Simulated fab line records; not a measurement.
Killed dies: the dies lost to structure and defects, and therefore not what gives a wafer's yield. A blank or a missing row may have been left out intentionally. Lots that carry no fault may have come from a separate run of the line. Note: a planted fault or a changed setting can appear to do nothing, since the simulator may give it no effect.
fab line records	flow n5-finfet
[record] lots = 7	wafers = 39
route steps=1938 shown BEOL_M8@1344 BEOL_M9@1417
start-h: start of the lot's first displayed wafer, in hours after the record's first day	wait-h: time in hours since the lot's previous step	" unchanged from the row above	L1.1+2: several wafers, shown together as one row	- no value present, or no start provided	* or withheld: withheld	< > ~ a bound
route shown NAME@n: NAME is a module with steps in the file, n the number in the route of the first one	usual: mean and standard deviation over wafers with no fault	same: alike in all rows	chamber/n: place in a boat	sites: readings site by site	_std_site: how widely they spread, as a standard deviation	_edge_site: the outer-site mean with the inner-site mean subtracted	radius-mm: for every site, how far away it sits from the centre of the wafer	mask NAME#n: copy n	behind: the last tool/chamber to shape the wafer	hold: why the lot was held/for how many hours/how that ended	device: the n, p or np transistor that did not switch	end of line: tests run on the same wafers once the route is complete	step lacking rows: just its recipe	killed: the dies lost at the first sort to structure and to defects; this is not the yield of the wafer	map: per-die view of a wafer (x killed, . not killed, _ where there is no die)
set.NAME: the setting that was run; set.NAME@STEP: the one run at that earlier step	model.NAME: the simulator's own value behind a step, which no gauge read
lots where settings were altered on purpose, with a table for each step and a row for each wafer
[[steps]]
[step N5_BEOL_M8_DEVELOP_10]
[recipe] develop-time-s = 30	developer = TMAH	resist = CAR-ArF	rinse-liquid = diw	dry = air-spin	dev-temp-c = 23
lot.wafer	tool	chamber	start-h	wait-h	set.develop-time-s
L079.1+4+6	litho-track-03	0	-	-	30
L079.2+3+5	"	0	"	"	12.04
L084.1+2+3+4+5+6	litho-track-04	0	-	-	30
L091.1+2+3+4+5+6	litho-track-01	0	-	-	30
L090.1+2+6	litho-track-04	0	-	-	15.6
L090.3+4+5	"	0	"	"	30
L093.1+2+3+4+5+6	litho-track-01	0	-	-	30
L092.1+3+4	litho-track-01	0	-	-	30
L094.1+2+3+4+5+6	litho-track-04	0	-	-	30
[step N5_BEOL_M8_CD_MEAS_11]
[recipe] target-cd-nm = 38.5	landing-energy-ev = 500	detector = se-inlens	polarity = opening
[usual] cd-nm = 38.7/0.49
lot.wafer	tool	chamber	start-h	wait-h	set.develop-time-s@BEOL_M8_DEVELOP_10	cd-nm
L079.1	cd-sem-03	0	244.43	-	30	38.8
L079.2	"	0	"	"	12.04	35.8
L079.3	"	0	"	"	12.04	34.8
L079.4	"	0	"	"	30	39.2
L079.5	"	0	"	"	12.04	34.9
L079.6	"	0	"	"	30	38.9
L084.1	cd-sem-02	0	271.07	-	30	39.9
L084.2	"	0	"	"	30	39.3
L084.3	"	0	"	"	30	39.3
L084.4	"	0	"	"	30	39.7
L084.5	"	0	"	"	30	38.8
L084.6	"	0	"	"	30	39.3
L091.1	cd-sem-01	0	319.38	-	30	38.8
L091.2	"	0	"	"	30	37.8
L091.3	"	0	"	"	30	38.3
L091.4	"	0	"	"	30	38.8
L091.5	"	0	"	"	30	38.8
L091.6	"	0	"	"	30	38.3
L090.1	cd-sem-02	0	319.55	-	15.6	36.9
L090.2	"	0	"	"	15.6	36.3
L090.3	"	0	"	"	30	39.1
L090.4	"	0	"	"	30	37.9
L090.5	"	0	"	"	30	37.9
L090.6	"	0	"	"	15.6	36.4
L093.1	cd-sem-01	0	319.72	-	30	39.0
L093.2	"	0	"	"	30	39.1
L093.3	"	0	"	"	30	39.1
L093.4	"	0	"	"	30	39.0
L093.5	"	0	"	"	30	40.1
L093.6	"	0	"	"	30	39.1
L092.1	cd-sem-02	0	325.08	-	30	37.4
L092.3	"	0	"	"	30	38.9
L092.4	"	0	"	"	30	39.1
L094.1	cd-sem-02	0	325.94	-	30	38.6
L094.2	"	0	"	"	30	38.4
L094.3	"	0	"	"	30	38.4
L094.4	"	0	"	"	30	39.0
L094.5	"	0	"	"	30	38.9
L094.6	"	0	"	"	30	38.5
[step N5_BEOL_M8_DESCUM_16]
[recipe] chemistry = O2	time-s = 7.9	source-power-w = 50	bias-power-w = 20	pressure-mtorr = 20	rf-frequency-hz = 2.712e+07	temp-c = 40	resist = CAR-ArF	o2-flow-sccm = 225
[step N5_BEOL_M8_ETCH_61]
[recipe] chemistry = CF4	target = SiARC	target-depth-a = 455	mask-material = CAR-ArF	time-s = 75.8	ion-energy-ev = 80	pressure-mtorr = 40	source-w = 545	bias-w = 36	Ar_flow_sccm = 100	cf4-flow-sccm = 100	ends = cleared
lot.wafer	tool	chamber	start-h	wait-h	set.develop-time-s@BEOL_M8_DEVELOP_10	model.BEOL_M8.cd-offset-nm
L079.1	rie-diel-06	2	244.93	0.0	30	0.6
L079.2	"	0	"	"	12.04	-3
L079.3	"	3	"	"	12.04	-3.4
L079.4	"	3	"	"	30	0.4
L079.5	"	0	"	"	12.04	-3.2
L079.6	"	2	"	"	30	1
L084.1	rie-diel-06	2	271.43	0.0	30	1.4
L084.2	"	1	"	"	30	0.8
L084.3+4	"	0,3	"	"	30	1
L084.5	"	3	"	"	30	0.4
L084.6	"	2	"	"	30	1.2
L091.1+4	rie-diel-01	1,3	319.68	0.0	30	0.2
L091.2+3	"	0,2	"	"	30	-0.4
L091.5	"	1	"	"	30	0.6
L091.6	"	2	"	"	30	-0.2
L090.1+6	rie-diel-02	0,2	319.97	0.0	15.6	-2.2
L090.2	"	2	"	"	15.6	-2
L090.3	"	3	"	"	30	0.6
L090.4	"	0	"	"	30	-0.6
L090.5	"	3	"	"	30	0.4
L093.1+2	rie-diel-06	2,0	320.07	0.0	30	1
L093.3+4	"	1,3	"	"	30	0.6
L093.5	"	3	"	"	30	1.2
L093.6	"	2	"	"	30	0.8
L092.1	rie-diel-02	2	325.21	0.0	30	-0.8
L092.3	"	3	"	"	30	0.6
L092.4	"	3	"	"	30	0.8
L094.1	rie-diel-02	1	326.07	0.0	30	0
L094.2+6	"	2	"	"	30	-0.2
L094.3+5	"	3,1	"	"	30	0.2
L094.4	"	3	"	"	30	0.6
[step N5_BEOL_M8_ETCH_62]
[recipe] chemistry = N2/H2	target = SOC	target-depth-a = 1100	overetch-a = 220	mask-material = SiARC	temp-c = 40	time-s = 165	ion-energy-ev = 200	pressure-mtorr = 30	source-w = 840	bias-w = 150	n2-flow-sccm = 200	h2-flow-sccm = 200
lot.wafer	tool	chamber	start-h	wait-h	set.develop-time-s@BEOL_M8_DEVELOP_10	model.BEOL_M8.cd-offset-nm
L079.1	rie-diel-06	2	244.98	0.0	30	0.8
L079.2+5	"	0	"	"	12.04	-3.2
L079.3	"	3	"	"	12.04	-3
L079.4	"	3	"	"	30	1
L079.6	"	2	"	"	30	1.2
L084.1	rie-diel-06	2	271.48	0.0	30	1.6
L084.2+5	"	1,3	"	"	30	0.8
L084.3+6	"	0,2	"	"	30	1
L084.4	"	3	"	"	30	1.4
L091.1+4	rie-diel-01	1,3	319.74	0.0	30	0
L091.2+6	"	0,2	"	"	30	-0.4
L091.3	"	2	"	"	30	-0.6
L091.5	"	1	"	"	30	0.4
L090.1	rie-diel-02	0	320.02	0.0	15.6	-2
L090.2	"	2	"	"	15.6	-1.6
L090.3	"	3	"	"	30	0.8
L090.4	"	0	"	"	30	-0.4
L090.5	"	3	"	"	30	0.6
L090.6	"	2	"	"	15.6	-1.8
L093.1	rie-diel-06	2	320.13	0.0	30	1.4
L093.2	"	0	"	"	30	1
L093.3	"	1	"	"	30	0.4
L093.4+6	"	3,2	"	"	30	1.2
L093.5	"	3	"	"	30	1.6
L092.1	rie-diel-02	2	325.26	0.0	30	-0.8
L092.3	"	3	"	"	30	0.4
L092.4	"	3	"	"	30	0.6
L094.1	rie-diel-02	1	326.12	0.0	30	-0.2
L094.2	"	2	"	"	30	0
L094.3+5+6	"	3,1,2	"	"	30	0.2
L094.4	"	3	"	"	30	0.4
[step N5_BEOL_M8_STRIP_68]
[recipe] chemistry = N2/H2	temp-c = 40	n2-flow-sccm = 200	h2-flow-sccm = 200	rf-frequency-hz = 6e+07
[step N5_BEOL_M8_STRIP_67]
[recipe] chemistry = CF4	resist = SiARC	power-w = 300	bias-power-w = 75	pressure-mtorr = 50	cf4-flow-sccm = 150	rf-frequency-hz = 6e+07
[step N5_BEOL_M8_HM_OPEN_17]
[recipe] chemistry = Cl2/BCl3	target-depth-a = 200	overetch-a = 60	target = TiN	mask-material = SOC	ion-energy-ev = 150	pressure-mtorr = 10	icp-w = 1000	bias-w = 126	Cl2_flow_sccm = 53.25	bcl3-flow-sccm = 21.75	Ar_flow_sccm = 25
[step N5_BEOL_M8_STRIP_19]
[recipe] chemistry = O2	power-w = 400	temp-c = 40	pressure-mtorr = 30	rf-frequency-hz = 6e+07	bias-power-w = 0	overash-fraction = 0.2	o2-flow-sccm = 225
[step N5_BEOL_M8_CD_MEAS_18]
[recipe] pitch-nm = 80	target-cd-nm = 40
[usual] cd-nm = 40.3/0.62
lot.wafer	tool	chamber	start-h	wait-h	set.develop-time-s@BEOL_M8_DEVELOP_10	cd-nm
L079.1	cd-sem-01	-	245.45	0.0	30	41.1
L079.2	"	-	"	"	12.04	36.8
L079.3	"	-	"	"	12.04	37.3
L079.4	"	-	"	"	30	40.8
L079.5	"	-	"	"	12.04	37.0
L079.6	"	-	"	"	30	41.3
L084.1	cd-sem-03	-	271.85	0.0	30	41.2
L084.2	"	-	"	"	30	40.7
L084.3	"	-	"	"	30	41.0
L084.4	"	-	"	"	30	41.6
L084.5	"	-	"	"	30	40.7
L084.6	"	-	"	"	30	41.1
L091.1	cd-sem-03	-	320.26	0.0	30	39.7
L091.2	"	-	"	"	30	39.3
L091.3	"	-	"	"	30	39.3
L091.4	"	-	"	"	30	39.8
L091.5	"	-	"	"	30	40.2
L091.6	"	-	"	"	30	39.3
L090.1	cd-sem-02	-	320.48	0.0	15.6	37.8
L090.2	"	-	"	"	15.6	38.8
L090.3	"	-	"	"	30	40.6
L090.4	"	-	"	"	30	39.4
L090.5	"	-	"	"	30	40.1
L090.6	"	-	"	"	15.6	37.8
L093.1	cd-sem-01	-	320.52	0.0	30	41.4
L093.2	"	-	"	"	30	41.0
L093.3	"	-	"	"	30	40.3
L093.4	"	-	"	"	30	41.3
L093.5	"	-	"	"	30	42.0
L093.6	"	-	"	"	30	41.0
L092.1	cd-sem-03	-	325.76	0.0	30	38.8
L092.3	"	-	"	"	30	40.6
L092.4	"	-	"	"	30	40.6
L094.1	cd-sem-03	-	326.49	0.0	30	39.9
L094.2	"	-	"	"	30	39.8
L094.3	"	-	"	"	30	40.5
L094.4	"	-	"	"	30	40.5
L094.5	"	-	"	"	30	40.1
L094.6	"	-	"	"	30	40.5
[step N5_BEOL_M8_COAT_63]
[recipe] resist = SOC	temp-c = 250	time-s = 60	spin-rpm = 1500	resist-thk-nm = 60
[step N5_BEOL_M8_COAT_64]
[recipe] resist = SiARC	temp-c = 220	time-s = 60	spin-rpm = 1500	resist-thk-nm = 12
[step N5_BEOL_M8_PRECLEAN_42]
[recipe] chemistry = residue-remover	time-s = 60	temp-c = 40
[step N5_BEOL_M8_SRD_43]
[recipe] time-s = 30	temp-c = 23	rinse-liquid = diw	dry = ipa-marangoni
[step N5_BEOL_M8_CD_MEAS_35]
[recipe] target-cd-nm = 40	polarity = opening
[usual] cd-nm = 40.3/0.61
lot.wafer	tool	chamber	start-h	wait-h	set.develop-time-s@BEOL_M8_DEVELOP_10	cd-nm
L079.1	cd-sem-01	-	247.41	0.0	30	40.7
L079.2	"	-	"	"	12.04	36.5
L079.3	"	-	"	"	12.04	37.1
L079.4	"	-	"	"	30	40.5
L079.5	"	-	"	"	12.04	36.9
L079.6	"	-	"	"	30	41.2
L084.1	cd-sem-02	-	274.41	0.0	30	41.5
L084.2	"	-	"	"	30	40.9
L084.3	"	-	"	"	30	41.1
L084.4	"	-	"	"	30	41.3
L084.5	"	-	"	"	30	40.7
L084.6	"	-	"	"	30	40.9
L091.1	cd-sem-03	-	321.45	0.0	30	40.2
L091.2	"	-	"	"	30	39.4
L091.3	"	-	"	"	30	39.4
L091.4	"	-	"	"	30	39.7
L091.5	"	-	"	"	30	40.0
L091.6	"	-	"	"	30	39.5
L090.1	cd-sem-02	-	321.63	0.0	15.6	38.0
L090.2	"	-	"	"	15.6	38.2
L090.3	"	-	"	"	30	40.5
L090.4	"	-	"	"	30	39.5
L090.5	"	-	"	"	30	40.6
L090.6	"	-	"	"	15.6	38.1
L093.1	cd-sem-02	-	321.68	0.0	30	41.0
L093.2	"	-	"	"	30	40.8
L093.3	"	-	"	"	30	40.2
L093.4	"	-	"	"	30	41.3
L093.5	"	-	"	"	30	41.7
L093.6	"	-	"	"	30	41.1
L094.1	cd-sem-03	-	328.21	0.0	30	39.7
L094.2	"	-	"	"	30	39.9
L094.3	"	-	"	"	30	40.6
L094.4	"	-	"	"	30	40.3
L094.5	"	-	"	"	30	40.0
L094.6	"	-	"	"	30	40.5
L092.1	cd-sem-01	-	328.47	0.0	30	39.1
L092.3	"	-	"	"	30	40.3
L092.4	"	-	"	"	30	40.3
[step N5_BEOL_M9_DESCUM_16]
[recipe] chemistry = O2	time-s = 7.9	source-power-w = 50	bias-power-w = 20	pressure-mtorr = 20	rf-frequency-hz = 2.712e+07	temp-c = 40	resist = CAR-ArF	o2-flow-sccm = 225
lot.wafer	tool	chamber	start-h	wait-h	set.time-s	model.CAR-ArF_of_BEOL_M9_COAT_05.thk-nm
L079.1+3+4	rie-diel-03	1,3,0	253.16	0.0	7.9	83.4
L079.2	"	0	"	"	7.9	83
L079.5+6	"	3,1	"	"	7.9	83.6
L084.1+5	rie-diel-05	3,2	278.40	0.0	7.9	83.2
L084.2+3	"	0,2	"	"	5.607	84.6
L084.4	"	1	"	"	5.607	85
L084.6	"	1	"	"	7.9	83.6
L091.1	rie-diel-03	0	326.01	0.0	7.9	83.2
L091.2+5	"	2	"	"	11.03	81
L091.3+4	"	1,3	"	"	7.9	83.4
L091.6	"	1	"	"	11.03	81.4
L090.1+6	rie-diel-05	1,3	326.17	0.0	9.234	82.6
L090.2+5	"	3,0	"	"	7.9	83.4
L090.3	"	0	"	"	9.234	82.8
L090.4	"	2	"	"	7.9	83
L093.1+5	rie-diel-03	1,0	326.49	0.0	7.9	83.2
L093.2	"	3	"	"	7.9	83.8
L093.3	"	2	"	"	7.9	83.6
L093.4+6	"	0,1	"	"	7.9	83.4
L094.1	rie-diel-04	3	333.59	0.4	7.9	83.6
L094.2+4	"	2,0	"	"	7.9	83
L094.3	"	1	"	"	7.9	83.2
L094.5+6	"	3,2	"	"	7.9	83.4
L092.1	rie-diel-03	2	333.79	0.5	7.9	83
L092.3	"	0	"	"	7.9	83.2
L092.4	"	3	"	"	7.9	83.6
[step N5_BEOL_M9_ETCH_61]
[recipe] chemistry = CF4	target = SiARC	target-depth-a = 390	mask-material = CAR-ArF	time-s = 65	ion-energy-ev = 80	pressure-mtorr = 40	source-w = 545	bias-w = 36	Ar_flow_sccm = 100	cf4-flow-sccm = 100	ends = cleared
lot.wafer	tool	chamber	start-h	wait-h	set.time-s@BEOL_M9_DESCUM_16	model.CAR-ArF_of_BEOL_M9_COAT_05.thk-nm
L079.1+3+4	rie-diel-03	1,3,0	253.19	0.0	7.9	55.4
L079.2	"	0	"	"	7.9	55
L079.5+6	"	3,1	"	"	7.9	55.6
L084.1+5	rie-diel-05	3,2	278.43	0.0	7.9	55.4
L084.2	"	0	"	"	5.607	56.6
L084.3	"	2	"	"	5.607	56.8
L084.4	"	1	"	"	5.607	57
L084.6	"	1	"	"	7.9	55.8
L091.1	rie-diel-03	0	326.04	0.0	7.9	55.2
L091.2+5	"	2	"	"	11.03	53
L091.3+4	"	1,3	"	"	7.9	55.4
L091.6	"	1	"	"	11.03	53.4
L090.1+6	rie-diel-05	1,3	326.21	0.0	9.234	54.6
L090.2+5	"	3,0	"	"	7.9	55.4
L090.3	"	0	"	"	9.234	54.8
L090.4	"	2	"	"	7.9	54.8
L093.1+4+6	rie-diel-03	1,0,1	326.52	0.0	7.9	55.4
L093.2	"	3	"	"	7.9	55.8
L093.3	"	2	"	"	7.9	55.6
L093.5	"	0	"	"	7.9	55.2
L094.1+5	rie-diel-04	3	333.63	0.0	7.9	55.6
L094.2+3+4	"	2,1,0	"	"	7.9	55.2
L094.6	"	2	"	"	7.9	55.4
L092.1	rie-diel-03	2	333.82	0.0	7.9	55.2
L092.3	"	0	"	"	7.9	55.4
L092.4	"	3	"	"	7.9	55.6
[[key]]
[split] step = N5_BEOL_M8_DEVELOP_10	setting = develop-time-s	stated = 30	by = wafer
[response] step = N5_BEOL_M8_CD_MEAS_11	reading = cd-nm	change = +0.0531	per = 1%	r = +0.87
[response] step = N5_BEOL_M8_ETCH_61	reading = model.BEOL_M8.cd-offset-nm	change = +0.0578	per = 1%	r = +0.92
[response] step = N5_BEOL_M8_ETCH_62	reading = model.BEOL_M8.cd-offset-nm	change = +0.0594	per = 1%	r = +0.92
[response] step = N5_BEOL_M8_CD_MEAS_18	reading = cd-nm	change = +0.0567	per = 1%	r = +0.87
[response] step = N5_BEOL_M8_CD_MEAS_35	reading = cd-nm	change = +0.0576	per = 1%	r = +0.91
[split] step = N5_BEOL_M9_DESCUM_16	setting = time-s	stated = 7.9	by = wafer
[response] step = N5_BEOL_M9_DESCUM_16	reading = model.CAR-ArF_of_BEOL_M9_COAT_05.thk-nm	change = -0.0511	per = 1%	r = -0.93
[response] step = N5_BEOL_M9_ETCH_61	reading = model.CAR-ArF_of_BEOL_M9_COAT_05.thk-nm	change = -0.0493	per = 1%	r = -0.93
